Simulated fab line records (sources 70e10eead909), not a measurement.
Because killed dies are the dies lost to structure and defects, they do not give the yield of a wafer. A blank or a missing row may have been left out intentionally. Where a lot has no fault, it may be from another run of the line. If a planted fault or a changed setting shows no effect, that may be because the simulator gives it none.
Chamber matching -- flow nand harc -- NHARC_A_STAIRCASE_ALD_420 on ald hk-03 has 4 sister chambers
The step deposits SiO2, target thk 20 nm, pulse time 6 s, ald cycles 200. 8 wafers are shown with their chamber, then 12 later ones without.

## EACH WAFER AND ITS CHAMBER
wafer,chamber,heater power w (W),precursor pulse height rel
L086.5,1,453,1.040
L086.6,0,491,0.980
L091.1,3,414,1.006
L091.3,2,527,1.004
L091.5,3,431,0.966
L091.2,0,490,0.973
L091.4,1,452,0.974
L091.6,2,531,1.021

## WAFERS WITHOUT THEIR CHAMBER
wafer,heater power w (W),precursor pulse height rel
L092.1,543,1.019
L092.4,429,0.989
L092.5,424,1.020
L092.2,462,1.028
L092.3,487,0.976
L092.6,533,0.996
L093.1,456,0.993
L093.2,423,1.019
L093.3,483,0.995
L094.1,534,0.979
L094.4,504,1.017
L094.6,447,1.003

## WHICH CHAMBER EACH WENT THROUGH
wafer,from the rows above,in truth
L092.1,2,2
L092.4,3,3
L092.5,3,3
L092.2,1,1
L092.3,0,0
L092.6,2,2
L093.1,1,1
L093.2,3,3
L093.3,0,0
L094.1,2,2
L094.4,can't be placed: 0 or 2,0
L094.6,1,1
Correct placement for 11 of the 12. Not placeable from these rows: 1 (in 1, the candidates include the true chamber). 0 placed wrongly.
How it was worked out, from the rows above alone: a wafer's distance from a chamber is the root of the sum, over the readings, of the square of ((its reading less the chamber's mean) divided by the reading's scatter). If the next closest chamber is less than 2 further off than the closest, the wafer can't be placed; otherwise it belongs to the closest. Each chamber's mean is taken over the wafers shown for it. How the scatter is found: for the shown wafers, subtract from each reading the mean of its chamber, square and add these, divide the total by (wafers less chambers), then take the root.
